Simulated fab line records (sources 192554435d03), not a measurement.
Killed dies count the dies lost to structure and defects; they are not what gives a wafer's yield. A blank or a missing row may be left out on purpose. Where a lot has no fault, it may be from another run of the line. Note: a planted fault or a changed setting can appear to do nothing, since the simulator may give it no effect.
Matching of chambers | flow n5Finfet | N5_FIN_SAQP_MANDREL1_REMOVE_56 on rieSi-01: 4 sister chambers
The step chemistry HBr/Cl2/O2, target a-Si, stops on SiNx, bt time 10 s. 4 wafers are shown with their chamber, then 9 later ones without.

## WAFERS WITH THEIR CHAMBER
wafer  | chamber | heBacksideLeakSccm (sccm)
L089.6 | 3       | 2.6
L090.1 | 2       | 3.0
L090.4 | 1       | 2.6
L090.6 | 0       | 2.3

## WAFERS WHOSE CHAMBER IS MISSING
wafer  | heBacksideLeakSccm (sccm)
L094.2 | 3.0
L094.5 | 2.8
L094.6 | 2.4
L095.1 | 2.6
L095.3 | 2.5
L095.4 | 3.0
L096.4 | 2.6
L096.5 | 2.9
L096.6 | 2.5

## EACH ONE'S CHAMBER
wafer  | from the rows above          | in truth
L094.2 | 2                            | 2
L094.5 | can't be placed: 1 or 3 or 2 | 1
L094.6 | can't be placed: 0 or 1 or 3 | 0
L095.1 | can't be placed: 1 or 3      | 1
L095.3 | can't be placed: 1 or 3 or 0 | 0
L095.4 | 2                            | 2
L096.4 | can't be placed: 1 or 3      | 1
L096.5 | 2                            | 2
L096.6 | can't be placed: 1 or 3 or 0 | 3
Correctly placed: 3 of 9. Can't be placed from these rows: 6 (the true chamber is among the candidates in 6). Placed wrongly: 0.
How it was worked out, from the rows above alone: a wafer's distance from a chamber is the root of the sum, over the readings, of the square of ((its reading less the chamber's mean) divided by the reading's scatter). If the next closest chamber is less than 2 further off than the closest, the wafer can't be placed; otherwise it belongs to the closest. For every chamber, the mean is computed from those of its wafers that are shown. The scatter: root of mean squared gap, hidden wafer to nearest shown wafer, with one shown wafer a chamber.
